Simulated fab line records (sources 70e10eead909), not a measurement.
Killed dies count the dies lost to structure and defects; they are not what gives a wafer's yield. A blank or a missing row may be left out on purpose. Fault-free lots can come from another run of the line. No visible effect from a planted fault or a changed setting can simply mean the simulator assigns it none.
fab line records	flow nandHarc
[record] lots = 12	wafers = 36	lastDay = 23
route steps=1159 shown P_M1@303 P_M2@323 END@1159
lots with no fault: from the same line, run without faults
startH: start of the lot's first displayed wafer, in hours after the record's first day	waitH: hours from the lot's prior step to this one	" as in the row above	L1.1+2: several wafers, shown together as one row	- no value present, or no start provided	* or withheld: withheld	< > ~ a bound
route shown NAME@n: NAME is a module with steps in the file, n the number in the route of the first one	usual: mean/standard deviation of fault-free wafers	same: alike in all rows	chamber/n: place in a boat	sites: per-site readings	_std_site: standard deviation across them	_edge_site: outer sites' mean less inner sites'	radiusMm: for every site, how far away it sits from the centre of the wafer	mask NAME#n: copy n	behind: the most recent tool/chamber to have shaped the wafer	hold: why the lot went on hold/how many hours it stayed there/how the hold came to an end	device: the transistor (n, p or np) that didn't switch	end of line: the tests these same wafers got at the end of their route	step lacking rows: just its recipe	killed: dies that structure and defects cost at the first sort, which is not the same as the wafer's yield	map: per-die view of a wafer (x killed, . not killed, _ where there is no die)
set.NAME: the setting the step ran with; set.NAME@STEP: the setting that earlier step ran with	model.NAME: the simulator's own value behind a step, which no gauge read
route steps across a sampled set of lots; one table per step, one row per wafer
services: from which hour (startH, from the record's first day; less than 0 if before it) a tool's chamber was out of use, for how many hours, and why
[[steps]]
[step NHARC_P_M1_ETCH_28]
[recipe] targetDepthA = 300	overEtchFrac = 0.3	timeS = 72.99	ionEnergyEv = 150	cf4FlowSccm = 50	n2FlowSccm = 100	arFlowSccm = 150	rfW = 300	biasW = 100	chemistry = CF4/N2
[usual] cf4FlowSccm = 49.99/0.16	drypumpMotorCurrentA = 5.9/0.36	oesProductAu = 1.003/0.0089	rfVppV = 314.5/1.6	showerheadPlenumPTorr = 2.65/0.08	throttleValvePct = 19.795/0.01
[same] timeS = 72.99
lot.wafer	tool	chamber	startH	waitH	cf4FlowSccm	drypumpMotorCurrentA	oesProductAu	rfHoursCounterH	rfVppV	showerheadPlenumPTorr	throttleValvePct
L739.4	rieDiel-10	3	-	-	50.09	5.9	0.991	9	315.6	2.67	19.793
L739.2	"	1	"	"	50.03	5.4	0.996	8	316.5	2.78	19.785
L739.6	"	3	"	"	49.83	5.9	0.994	-	314.5	2.67	19.790
L740.2	rieDiel-01	2	-	-	49.95	6.2	1.009	12	312.1	2.53	19.799
L740.3	"	3	"	"	49.91	5.9	1.003	11	313.5	2.60	19.774
L740.5	"	1	"	"	50.20	6.2	0.988	-	312.2	2.59	19.810
L743.3	rieDiel-05	1	-	-	50.30	6.0	1.005	4	311.6	2.52	19.800
L743.2	"	2	"	"	50.07	5.3	0.984	4	315.9	2.70	19.795
L743.5	"	3	"	"	49.88	6.0	1.011	-	315.8	2.67	19.792
L744.3	rieDiel-10	1	-	-	49.94	5.4	1.007	11	315.3	2.78	19.796
L744.5	"	1	"	"	49.82	5.4	1.005	-	315.4	2.78	19.803
L744.4	"	2	"	"	49.84	5.8	1.005	-	313.1	2.54	19.799
L746.2	rieDiel-05	2	-	-	49.65	5.3	0.985	4	314.7	2.70	19.805
L746.4	"	3	"	"	50.11	6.0	1.009	4	314.7	2.67	19.774
L746.6	"	3	"	"	50.06	6.0	1.015	-	314.2	2.67	19.789
L748.2	rieDiel-05	1	-	-	50.17	6.0	1.001	0	311.6	2.52	19.795
L748.1	"	3	"	"	49.77	6.0	0.996	0	315.1	2.67	19.785
L748.3	"	0	"	"	50.18	5.5	1.002	0	315.4	2.69	19.796
L750.4	rieDiel-05	1	-	-	49.91	6.0	0.997	1	310.2	2.52	19.800
L750.2	"	2	"	"	50.34	5.3	0.994	0	315.5	2.70	19.791
L750.3	"	3	"	"	50.06	6.0	0.998	0	315.1	2.67	19.794
L749.3	rieDiel-10	3	-	-	50.05	5.9	1.012	0	315.2	2.67	19.810
L749.4	"	1	"	"	50.35	5.4	1.006	0	314.9	2.78	19.795
L749.5	"	0	"	"	50.07	6.1	1.002	-	316.2	2.69	19.806
L751.4	rieDiel-10	3	-	-	49.74	5.9	1.021	2	314.7	2.67	19.792
L751.3	"	0	"	"	49.86	6.1	1.006	2	313.7	2.69	19.801
L751.1	"	1	"	"	49.67	5.4	1.024	2	316.3	2.78	19.785
L755.2	rieDiel-10	0	-	-	49.97	6.1	0.997	2	315.3	2.69	19.803
L755.6	"	0	"	"	50.02	6.1	1.000	-	317.1	2.69	19.791
L755.5	"	1	"	"	50.01	5.4	1.007	-	316.9	2.78	19.791
L754.1	rieDiel-01	3	-	-	50.16	5.9	1.004	6	312.6	2.60	19.789
L754.2	"	0	"	"	49.89	6.7	1.007	6	316.1	2.69	19.791
L754.6	"	3	"	"	49.90	5.9	0.986	-	312.5	2.60	19.795
L756.3	rieDiel-10	0	-	-	49.73	6.1	1.012	3	312.4	2.69	19.785
L756.2	"	1	"	"	50.30	5.4	1.004	3	315.9	2.78	19.800
L756.6	"	0	"	"	49.71	6.1	1.007	-	315.9	2.69	19.770
[step NHARC_P_M1_CMP_23]
[recipe] tOverpolishS = 20	targetThkNm = 157.82
[usual] motorCurrentA = 12.6/1.4	timeToEndpointS = 29/3.1
lot.wafer	tool	chamber	startH	waitH	motorCurrentA	timeToEndpointS
L739.4	cmp-01	2	129.41	-	11.6	28
L739.2	"	3	"	"	14.0	32
L739.6	"	1	"	"	11.8	33
L740.3	cmp-03	3	136.31	-	12.1	28
L740.2	"	0	"	"	15.0	24
L740.5	"	3	"	"	12.7	29
L743.3	cmp-03	0	149.12	-	14.8	25
L743.2	"	1	"	"	11.5	28
L743.5	"	3	"	"	12.4	28
L744.3	cmp-03	3	151.91	-	13.5	25
L744.4	"	1	"	"	12.2	26
L744.5	"	0	"	"	14.1	24
L746.2	cmp-03	2	163.82	-	13.5	34
L746.4	"	0	"	"	14.3	24
L746.6	"	3	"	"	12.7	30
L748.1	cmp-03	2	180.52	-	13.8	31
L748.2	"	0	"	"	14.9	25
L748.3	"	1	"	"	11.7	28
L750.4	cmp-01	3	187.98	-	14.4	28
L750.3	"	0	"	"	10.4	27
L750.2	"	1	"	"	11.8	30
L749.4	cmp-03	2	188.93	-	13.2	31
L749.3	"	1	"	"	11.8	30
L749.5	"	3	"	"	12.1	33
L751.4	cmp-01	1	203.44	-	12.0	30
L751.1	"	2	"	"	11.5	23
L751.3	"	3	"	"	14.2	28
L755.2	cmp-02	1	220.35	-	11.4	31
L755.5	"	0	"	"	9.7	26
L755.6	"	1	"	"	11.0	35
L754.1	cmp-01	2	221.09	-	11.4	27
L754.2	"	3	"	"	14.6	29
L754.6	"	1	"	"	12.2	31
L756.2	cmp-03	1	227.67	-	11.2	29
L756.3	"	0	"	"	14.3	24
L756.6	"	1	"	"	12.1	29
[step NHARC_P_M1_PRE_CLEAN_32]
[recipe] timeS = 12	tempC = 370	rfPowerW = 300	gas = NH3
[usual] heaterPowerW = 666/83
[same] timeS = 12
lot.wafer	tool	chamber	startH	waitH	heaterPowerW
L739.2	pecvd-01	0	129.95	0.1	651
L739.4	"	1	"	"	719
L739.6	"	0	"	"	644
L740.2	pecvd-01	1	136.86	0.1	748
L740.3	"	2	"	"	746
L740.5	"	0	"	"	728
L743.2	pecvd-01	1	149.61	0.1	658
L743.3	"	0	"	"	725
L743.5	"	1	"	"	620
L744.3	pecvd-01	1	152.49	0.1	746
L744.5	"	0	"	"	662
L744.4	"	1	"	"	731
L746.2	pecvd-01	1	164.39	0.1	694
L746.6	"	0	"	"	691
L746.4	"	1	"	"	675
L748.2	pecvd-04	2	181.06	0.1	707
L748.1	"	0	"	"	620
L748.3	"	1	"	"	715
L750.2	pecvd-01	2	188.61	0.2	699
L750.3	"	0	"	"	586
L750.4	"	1	"	"	721
L749.3	pecvd-02	0	189.49	0.1	650
L749.5	"	1	"	"	610
L749.4	"	2	"	"	474
L751.3	pecvd-01	0	203.98	0.1	722
L751.1	"	1	"	"	774
L751.4	"	2	"	"	772
L755.2	pecvd-04	0	220.89	0.1	715
L755.5	"	1	"	"	709
L755.6	"	0	"	"	726
L754.1	pecvd-02	2	221.59	0.1	397
L754.2	"	0	"	"	734
L754.6	"	2	"	"	402
L756.2	pecvd-01	0	228.22	0.1	673
L756.3	"	0	"	"	659
L756.6	"	0	"	"	653
[step NHARC_P_M2_SOFTBAKE_04]
[recipe] tempC = 105	timeS = 55
[usual] chillPlateTempC = 23.00/0.1	heaterPowerTotalW = 188.44/0.13
lot.wafer	tool	chamber	startH	waitH	chillPlateTempC	heaterPowerTotalW
L739.2	lithoTrack-01	0	130	-	22.94	188.27
L739.4	"	0	"	"	22.96	188.35
L739.6	"	0	"	"	22.92	188.40
L740.2	lithoTrack-06	0	137	-	23.00	188.36
L740.3	"	0	"	"	23.05	188.47
L740.5	"	0	"	"	23.18	188.42
L743.2	lithoTrack-01	0	150	-	23.01	188.75
L743.3	"	0	"	"	22.99	188.62
L743.5	"	0	"	"	23.06	188.49
L744.3	lithoTrack-04	0	153	-	22.96	188.35
L744.4	"	0	"	"	23.03	188.41
L744.5	"	0	"	"	22.90	188.36
L746.2	lithoTrack-01	0	165	-	22.98	188.30
L746.4	"	0	"	"	23.01	188.26
L746.6	"	0	"	"	23.17	188.53
L748.1	lithoTrack-04	0	181	-	23.16	188.72
L748.2	"	0	"	"	23.09	188.33
L748.3	"	0	"	"	23.13	188.37
L750.2	lithoTrack-04	0	189	-	23.11	188.39
L750.3	"	0	"	"	23.04	188.35
L750.4	"	0	"	"	22.99	188.33
L749.3	lithoTrack-04	0	190	-	22.89	188.44
L749.4	"	0	"	"	22.79	188.31
L749.5	"	0	"	"	22.99	188.31
L751.1	lithoTrack-04	0	204	-	22.85	212.62
L751.3	"	0	"	"	22.90	212.85
L751.4	"	0	"	"	22.93	212.98
L755.2	lithoTrack-04	0	221	-	23.05	212.36
L755.5	"	0	"	"	23.11	212.77
L755.6	"	0	"	"	22.94	212.55
L754.1	lithoTrack-06	0	222	-	22.88	188.33
L754.2	"	0	"	"	23.04	188.35
L754.6	"	0	"	"	23.00	188.31
L756.2	lithoTrack-01	0	229	-	22.75	188.31
L756.3	"	0	"	"	22.77	188.48
L756.6	"	0	"	"	22.86	188.61
[step NHARC_END_SORT_01]
[recipe] tempC = 25
[usual] defectLimitedYield = 96.2/1.3	killedAtArray = 21/8.9	killedAtOther = 0.8/1.3	killedAtPeriphery = 3.6/2.4	killedDies = 26/8.9	killedOpen = 3.1/1.8	killedShort = 1.9/1.3	sort_bin_2_pct = 1.2/0.54	sort_bin_3_pct = 0.21/0.17	sort_bin_4_pct = 2.4/0.91	sortNPass = 651/8.9	sortRimYieldPct = 95.0/2.8	sortYieldPct = 96.2/1.3
[same] grossDies = 677	sort_bin_5_pct[%] = 0	sort_bin_6_pct[%] = 0	sort_bin_7_pct[%] = 0	sort_bin_8_pct[%] = 0	sortRimNGross = 106.00
lot.wafer	tool	chamber	startH	waitH	defectLimitedYield[%]	killedAtArray	killedAtOther	killedAtPeriphery	killedDies	killedOpen	killedShort	sort_bin_2_pct[%]	sort_bin_3_pct[%]	sort_bin_4_pct[%]	sortNPass	sortRimYieldPct[%]	sortYieldPct[%]
L740.2	prober-01	0	446.92	2.8	96.9	17	0	4	21	3	3	1.3	0.30	1.5	656	96.2	96.9
L740.3	prober-01	0	447.74	3.1	97.3	17	1	0	18	0	0	0.9	0.15	1.6	659	99.1	97.3
L740.5	prober-01	0	449.38	3.8	96.5	20	3	1	24	0	3	1.3	0.15	2.1	653	99.1	96.5
L743.2	prober-01	0	464.39	2.8	96.9	12	2	7	21	3	5	1.2	0.15	1.8	656	97.2	96.9
L743.3	prober-01	0	465.20	3.1	97.0	16	0	4	20	4	2	0.6	0.15	2.2	657	97.2	97.0
L743.5	prober-01	0	466.82	3.7	97.9	11	1	2	14	2	1	1.0	0	1.0	663	96.2	97.9
L744.3	prober-02	0	465.17	3.1	95.1	32	1	0	33	2	0	1.2	0.15	3.5	644	92.5	95.1
L744.4	prober-02	0	465.97	3.4	94.5	37	0	0	37	1	1	2.1	0.30	3.1	640	95.3	94.5
L744.5	prober-02	0	466.76	3.7	95.3	29	0	3	32	2	2	1.8	0	3.0	645	92.5	95.3
L739.2	prober-02	0	473.83	2.8	96.9	13	2	6	21	3	0	0.7	0	2.4	656	96.2	96.9
L739.4	prober-02	0	475.42	3.4	96.2	16	2	8	26	4	3	0.9	0.15	2.8	651	97.2	96.2
L739.6	prober-02	0	477.01	4.0	97.5	13	0	4	17	2	1	0.4	0.15	1.9	660	96.2	97.5
L746.2	prober-01	0	485.79	2.8	97.3	10	5	3	18	4	1	1.2	0	1.5	659	95.3	97.3
L746.4	prober-01	0	487.39	3.4	97.2	16	2	1	19	4	2	0.6	0.15	2.1	658	96.2	97.2
L746.6	prober-01	0	488.99	4.0	97.8	13	1	1	15	2	0	0.6	0	1.6	662	97.2	97.8
L748.1	prober-01	0	493.77	2.5	94.5	31	5	1	37	2	2	1.0	0.30	4.1	640	89.6	94.5
L748.2	prober-01	0	494.58	2.8	95.6	28	0	2	30	2	0	1.3	0.15	3.0	647	98.1	95.6
L748.3	prober-01	0	495.39	3.1	94.4	32	3	3	38	4	3	2.2	0.15	3.2	639	87.7	94.4
L750.2	prober-02	0	494.60	2.8	97.2	14	0	5	19	3	4	0.9	0.30	1.6	658	96.2	97.2
L750.3	prober-02	0	495.38	3.1	97.2	12	0	7	19	4	3	1.0	0	1.8	658	97.2	97.2
L750.4	prober-02	0	496.17	3.4	98.2	8	0	4	12	2	0	0.4	0.15	1.2	665	95.3	98.2
L749.3	prober-02	0	517.36	3.1	94.8	30	2	3	35	1	3	2.5	0.44	2.2	642	91.5	94.8
L749.4	prober-02	0	518.17	3.4	94.4	33	1	4	38	2	2	1.6	0.30	3.7	639	93.4	94.4
L749.5	prober-02	0	518.97	3.7	95.7	23	2	4	29	1	2	0.9	0.30	3.1	648	97.2	95.7
L751.1	prober-02	0	528.56	2.5	95.9	24	0	4	28	3	4	1.2	0.44	2.5	649	86.8	95.9
L751.3	prober-02	0	530.17	3.1	96.2	20	2	4	26	6	1	1.3	0.15	2.4	651	94.3	96.2
L751.4	prober-02	0	530.97	3.4	97.2	13	1	5	19	6	2	0.9	0.30	1.6	658	96.2	97.2
L754.1	prober-01	0	535.50	2.5	96.3	24	1	0	25	2	3	1.0	0.30	2.4	652	96.2	96.3
L754.2	prober-01	0	536.30	2.8	95.4	28	1	2	31	3	3	1.9	0.44	2.2	646	95.3	95.4
L754.6	prober-01	0	539.49	4.0	96.8	19	0	3	22	3	1	0.6	0.74	1.9	655	96.2	96.8
L755.2	prober-02	0	543.87	2.8	97.5	12	0	5	17	2	2	0.7	0.15	1.6	660	94.3	97.5
L755.5	prober-02	0	546.28	3.7	96.8	18	0	4	22	6	3	1.0	0.15	2.1	655	93.4	96.8
L755.6	prober-02	0	547.08	4.0	98.1	10	3	0	13	1	1	0.4	0.15	1.3	664	98.1	98.1
L756.2	prober-02	0	551.74	2.8	97.0	16	2	2	20	6	3	0.6	0	2.4	657	93.4	97.0
L756.3	prober-02	0	552.55	3.1	96.9	16	0	5	21	6	2	1.0	0.15	1.9	656	99.1	96.9
L756.6	prober-02	0	554.98	4.1	97.9	13	0	1	14	2	3	0.3	0.30	1.5	663	98.1	97.9
// killed by level:class
L740.2 A_CHANNEL_HOLE_D1:chamberFilmFlake=11 P_STI:geometricParticle:short=1 P_GATE:geometricParticle:short=1 P_CONTACT:geometricParticle:open=1 P_BONDPAD:geometricParticle:open=1 A_ONON_D1:geometricParticle:short=1 A_CONTACT:geometricParticle:open=1 A_SLIT:chamberFilmFlake=1
L740.3 A_CHANNEL_HOLE_D1:chamberFilmFlake=13 A_CONTACT:chamberFilmFlake=4 THIN_TSV:chamberFilmFlake=1
L740.5 A_CHANNEL_HOLE_D1:chamberFilmFlake=12 A_CONTACT:chamberFilmFlake=4 A_STAIRCASE:chamberFilmFlake=3 THIN_TSV:chamberFilmFlake=2 P_STI:geometricParticle:short=1 A_WL_FILL:geometricParticle:short=1 STARTING-WAFER:geometricParticle:short=1
L743.2 P_M1:chamberFilmFlake=4 A_CONTACT:geometricParticle:open=2 A_CONTACT:geometricParticle:short=2 A_CHANNEL_HOLE_D1:chamberFilmFlake=2 THIN_TSV:chamberFilmFlake=2 P_M0:geometricParticle:open=1 P_M0:geometricParticle:short=1 A_ONON_D1:geometricParticle:short=1
L744.3 A_CHANNEL_HOLE_D1:chamberFilmFlake=11 A_CONTACT:chamberFilmFlake=8 A_SLIT:chamberFilmFlake=6 A_STAIRCASE:chamberFilmFlake=5 A_CONTACT:geometricParticle:open=1 STARTING-WAFER:geometricParticle:open=1 A_WL_FILL:chamberFilmFlake=1
L743.3 A_STAIRCASE:chamberFilmFlake=4 P_M1:chamberFilmFlake=3 A_CONTACT:chamberFilmFlake=3 A_CONTACT:geometricParticle:open=2 P_CONTACT:geometricParticle:short=1 A_CHANNEL_FILL_D1:geometricParticle:open=1 A_M0:geometricParticle:short=1 A_M0:geometricParticle:open=1
L744.4 A_CHANNEL_HOLE_D1:chamberFilmFlake=16 A_SLIT:chamberFilmFlake=9 A_CONTACT:chamberFilmFlake=6 A_STAIRCASE:chamberFilmFlake=2 A_WL_FILL:chamberFilmFlake=2 A_SGD_CUT:geometricParticle:short=1 A_CONTACT:geometricParticle:open=1
L744.5 A_CHANNEL_HOLE_D1:chamberFilmFlake=10 A_SLIT:chamberFilmFlake=7 A_CONTACT:chamberFilmFlake=5 A_STAIRCASE:chamberFilmFlake=4 A_WL_FILL:chamberFilmFlake=2 P_GATE:geometricParticle:open=1 P_M0:geometricParticle:open=1 P_M0:geometricParticle:short=1
L743.5 A_CHANNEL_HOLE_D1:chamberFilmFlake=2 A_CONTACT:chamberFilmFlake=2 A_CHANNEL_HOLE_D1:geometricParticle:open=1 A_WL_FILL:geometricParticle:short=1 A_CONTACT:geometricParticle:open=1 P_ZERO_WELL:chamberFilmFlake=1 P_M1:chamberFilmFlake=1 A_ZERO_WELL:chamberFilmFlake=1
L739.2 A_CHANNEL_HOLE_D1:chamberFilmFlake=5 P_BONDPAD:chamberFilmFlake=4 A_CONTACT:chamberFilmFlake=3 A_STAIRCASE:chamberFilmFlake=2 THIN_TSV:chamberFilmFlake=2 A_ONON_D1:geometricParticle:open=1 A_CHANNEL_FILL_D1:geometricParticle:open=1 A_CONTACT:geometricParticle:open=1
L739.4 P_BONDPAD:chamberFilmFlake=6 A_CHANNEL_HOLE_D1:chamberFilmFlake=5 A_CONTACT:chamberFilmFlake=3 A_M0:geometricParticle:short=2 P_GATE:chamberFilmFlake=2 THIN_TSV:chamberFilmFlake=2 A_ONON_D1:geometricParticle:open=1 A_CHANNEL_FILL_D1:geometricParticle:short=1
L739.6 A_STAIRCASE:chamberFilmFlake=4 A_CHANNEL_HOLE_D1:chamberFilmFlake=3 A_CONTACT:chamberFilmFlake=3 P_STI:chamberFilmFlake=2 P_GATE:chamberFilmFlake=2 A_SGD_CUT:geometricParticle:short=1 A_WL_FILL:geometricParticle:open=1 A_BLC:geometricParticle:open=1
L746.2 THIN_TSV:chamberFilmFlake=5 A_CHANNEL_HOLE_D1:chamberFilmFlake=2 A_STAIRCASE:chamberFilmFlake=2 A_WL_FILL:chamberFilmFlake=2 P_GATE:geometricParticle:open=1 P_CONTACT:geometricParticle:open=1 P_CONTACT:geometricParticle:short=1 A_CHANNEL_FILL_D1:geometricParticle:open=1
L746.4 A_STAIRCASE:chamberFilmFlake=5 A_CHANNEL_HOLE_D1:chamberFilmFlake=2 A_SLIT:chamberFilmFlake=2 THIN_TSV:chamberFilmFlake=2 P_CONTACT:geometricParticle:short=1 A_ONON_D1:geometricParticle:open=1 A_CHANNEL_FILL_D1:geometricParticle:open=1 A_SGD_CUT:geometricParticle:short=1
L746.6 A_CHANNEL_HOLE_D1:chamberFilmFlake=3 A_STAIRCASE:chamberFilmFlake=3 A_SLIT:chamberFilmFlake=3 A_CONTACT:chamberFilmFlake=2 P_GATE:geometricParticle:open=1 A_CONTACT:geometricParticle:open=1 A_WL_FILL:chamberFilmFlake=1 THIN_TSV:chamberFilmFlake=1
L748.1 A_CHANNEL_HOLE_D1:chamberFilmFlake=19 A_SLIT:chamberFilmFlake=5 THIN_TSV:chamberFilmFlake=5 A_CONTACT:chamberFilmFlake=2 P_GATE:geometricParticle:open=1 A_ONON_D1:geometricParticle:open=1 A_CHANNEL_HOLE_D1:geometricParticle:short=1 A_CHANNEL_FILL_D1:geometricParticle:short=1
L748.2 A_CHANNEL_HOLE_D1:chamberFilmFlake=12 A_SLIT:chamberFilmFlake=11 P_M1:chamberFilmFlake=2 A_WL_FILL:chamberFilmFlake=2 A_CONTACT:geometricParticle:open=1 A_M0:geometricParticle:open=1 A_STAIRCASE:chamberFilmFlake=1
L750.2 A_CONTACT:chamberFilmFlake=4 A_CHANNEL_HOLE_D1:chamberFilmFlake=3 P_M1:chamberFilmFlake=2 P_STI:geometricParticle:open=1 P_GATE:geometricParticle:short=1 A_CHANNEL_FILL_D1:geometricParticle:short=1 A_SGD_CUT:geometricParticle:open=1 A_WL_FILL:geometricParticle:short=1
L750.3 P_M1:chamberFilmFlake=5 A_CHANNEL_HOLE_D1:chamberFilmFlake=4 P_GATE:geometricParticle:open=1 P_M0:geometricParticle:open=1 A_ONON_D1:geometricParticle:short=1 A_CHANNEL_FILL_D1:geometricParticle:short=1 A_SGD_CUT:geometricParticle:open=1 A_WL_FILL:geometricParticle:short=1
L748.3 A_CHANNEL_HOLE_D1:chamberFilmFlake=16 A_SLIT:chamberFilmFlake=7 THIN_TSV:chamberFilmFlake=3 A_WL_FILL:geometricParticle:short=2 P_M0:geometricParticle:open=1 A_ONON_D1:geometricParticle:open=1 A_WL_FILL:geometricParticle:open=1 A_CONTACT:geometricParticle:short=1
L750.4 P_M1:chamberFilmFlake=4 A_CONTACT:chamberFilmFlake=4 A_CHANNEL_HOLE_D1:geometricParticle:open=1 A_M0:geometricParticle:open=1 A_CHANNEL_HOLE_D1:chamberFilmFlake=1 A_WL_FILL:chamberFilmFlake=1
L749.3 A_CHANNEL_HOLE_D1:chamberFilmFlake=16 A_SLIT:chamberFilmFlake=8 A_CONTACT:chamberFilmFlake=3 P_M0:geometricParticle:short=1 A_M0:geometricParticle:short=1 A_M1:geometricParticle:open=1 P_ZERO_WELL:chamberFilmFlake=1 P_M1:chamberFilmFlake=1
L749.4 A_CHANNEL_HOLE_D1:chamberFilmFlake=14 A_SLIT:chamberFilmFlake=14 P_CONTACT:geometricParticle:open=2 A_CONTACT:chamberFilmFlake=2 A_SGD_CUT:geometricParticle:short=1 P_ZERO_WELL:chamberFilmFlake=1 P_M1:chamberFilmFlake=1 STARTING-WAFER:geometricParticle:short=1
L749.5 A_CHANNEL_HOLE_D1:chamberFilmFlake=14 A_SLIT:chamberFilmFlake=3 A_CONTACT:chamberFilmFlake=3 P_ZERO_WELL:chamberFilmFlake=2 P_M1:chamberFilmFlake=2 THIN_TSV:chamberFilmFlake=2 A_CHANNEL_HOLE_D1:geometricParticle:short=1 A_CONTACT:geometricParticle:short=1
L751.1 A_SLIT:chamberFilmFlake=11 A_CHANNEL_HOLE_D1:chamberFilmFlake=4 A_WL_FILL:geometricParticle:short=2 P_STI:chamberFilmFlake=2 P_M0:geometricParticle:open=1 A_CHANNEL_FILL_D1:geometricParticle:open=1 A_CHANNEL_FILL_D1:geometricParticle:short=1 A_SGD_CUT:geometricParticle:open=1
L751.3 A_SLIT:chamberFilmFlake=11 A_CONTACT:geometricParticle:open=3 A_CONTACT:chamberFilmFlake=3 P_CONTACT:geometricParticle:open=2 A_CHANNEL_HOLE_D1:chamberFilmFlake=2 THIN_TSV:chamberFilmFlake=2 P_GATE:geometricParticle:open=1 A_ONON_D1:geometricParticle:short=1
L751.4 A_SLIT:chamberFilmFlake=5 A_WL_FILL:geometricParticle:open=2 P_CONTACT:geometricParticle:open=1 P_CONTACT:geometricParticle:short=1 P_M1:geometricParticle:open=1 A_ONON_D1:geometricParticle:short=1 A_CONTACT:geometricParticle:open=1 A_M1:geometricParticle:open=1
L754.1 A_CHANNEL_HOLE_D1:chamberFilmFlake=18 A_CHANNEL_FILL_D1:geometricParticle:open=1 A_CHANNEL_FILL_D1:geometricParticle:short=1 A_WL_FILL:geometricParticle:short=1 A_BLC:geometricParticle:open=1 STARTING-WAFER:geometricParticle:short=1 A_STAIRCASE:chamberFilmFlake=1 A_CONTACT:chamberFilmFlake=1
L754.2 A_CHANNEL_HOLE_D1:chamberFilmFlake=22 A_WL_FILL:geometricParticle:short=2 P_GATE:geometricParticle:open=1 A_ONON_D1:geometricParticle:open=1 A_CHANNEL_FILL_D1:geometricParticle:open=1 A_CONTACT:geometricParticle:short=1 P_M0:chamberFilmFlake=1 A_WL_FILL:chamberFilmFlake=1
L754.6 A_CHANNEL_HOLE_D1:chamberFilmFlake=14 A_CONTACT:chamberFilmFlake=2 P_M1:geometricParticle:open=1 A_CHANNEL_FILL_D1:geometricParticle:open=1 A_CONTACT:geometricParticle:short=1 A_CONTACT:geometricParticle:open=1 P_GATE:chamberFilmFlake=1 P_M0:chamberFilmFlake=1
L755.2 A_CHANNEL_HOLE_D1:chamberFilmFlake=5 A_CONTACT:chamberFilmFlake=3 A_CONTACT:geometricParticle:short=1 P_BONDPAD:geometricParticle:open=1 A_SGD_CUT:geometricParticle:open=1 A_WL_FILL:geometricParticle:short=1 P_ZERO_WELL:chamberFilmFlake=1 P_STI:chamberFilmFlake=1
L755.5 A_CONTACT:geometricParticle:open=5 P_GATE:chamberFilmFlake=3 A_CHANNEL_FILL_D1:geometricParticle:short=2 A_ZERO_WELL:chamberFilmFlake=2 A_CHANNEL_HOLE_D1:chamberFilmFlake=2 A_CONTACT:geometricParticle:short=1 A_M1:geometricParticle:open=1 P_ZERO_WELL:chamberFilmFlake=1
L755.6 A_CONTACT:chamberFilmFlake=4 A_CHANNEL_HOLE_D1:chamberFilmFlake=3 THIN_TSV:chamberFilmFlake=2 A_M0:geometricParticle:open=1 A_M0:geometricParticle:short=1 A_STAIRCASE:chamberFilmFlake=1 HYBRID_BOND:latent=1
L756.2 A_CHANNEL_HOLE_D1:chamberFilmFlake=6 A_CONTACT:chamberFilmFlake=4 A_CONTACT:geometricParticle:open=2 P_M2:geometricParticle:open=1 A_CHANNEL_FILL_D1:geometricParticle:open=1 A_CHANNEL_FILL_D1:geometricParticle:short=1 A_M0:geometricParticle:open=1 A_M1:geometricParticle:short=1
L756.3 A_CONTACT:chamberFilmFlake=8 A_STAIRCASE:chamberFilmFlake=2 P_CONTACT:geometricParticle:open=1 P_CONTACT:geometricParticle:short=1 P_M2:geometricParticle:open=1 A_ONON_D1:geometricParticle:open=1 A_CHANNEL_FILL_D1:geometricParticle:open=1 A_SGD_CUT:geometricParticle:open=1
L756.6 A_CHANNEL_HOLE_D1:chamberFilmFlake=5 A_CONTACT:chamberFilmFlake=3 A_CONTACT:geometricParticle:open=2 P_STI:geometricParticle:short=1 A_SOURCE_PLATE:geometricParticle:short=1 A_CONTACT:geometricParticle:short=1 A_WL_FILL:chamberFilmFlake=1
[[services]]
tool	chamber	startH	hours	kind
cmp-01	-	111.17	0.4	repair
lithoTrack-06	-	117.00	7.0	pm
cmp-02	-	128.50	4.0	pm
cmp-01	-	133.87	1.8	repair
rieDiel-01	-	137.80	9.0	pm
lithoTrack-04	-	141.00	7.0	pm
rieDiel-05	0	141.97	6.7	repair
rieDiel-10	3	145.65	39.6	repair
rieDiel-01	2	148.10	34.4	repair
pecvd-02	-	153.00	13.0	pm
cmp-03	-	156.00	4.0	pm
cmp-03	-	160.00	-	consumableReplace:conditioner
rieDiel-05	0	162.79	7.2	repair
rieDiel-05	-	163.60	9.0	pm
cmp-02	-	167.06	1.8	repair
rieDiel-01	-	171.93	0.1	repair
rieDiel-10	2	174.22	6.4	repair
rieDiel-10	-	176.50	9.0	pm
cmp-01	-	179.50	4.0	pm
rieDiel-01	0	186.16	2.2	repair
pecvd-04	-	196.68	13.0	pm
pecvd-01	1	216.04	15.7	repair
cmp-03	-	221.04	2.5	repair
cmp-02	-	226.50	4.0	pm
[[key]]
[firstSign] step = NHARC_P_M2_SOFTBAKE_04	reading = heaterPowerTotalW	direction = up	sigmas = 99+	usual = *	struck = *
effect none on later readings
metAt NHARC_P_M2_SOFTBAKE_04
struckLots L751,L755
notActingAt NHARC_P_M1_ETCH_28,NHARC_P_M1_CMP_23,NHARC_P_M1_PRE_CLEAN_32
[fault] kind = processParameterDrift	tool = lithoTrack-04	chamber = -	onsetH = 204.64	steps = NHARC_P_M2_SOFTBAKE_04	channel = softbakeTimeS	offset = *	shape = step	endH = 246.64	actsIn = *	stated = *
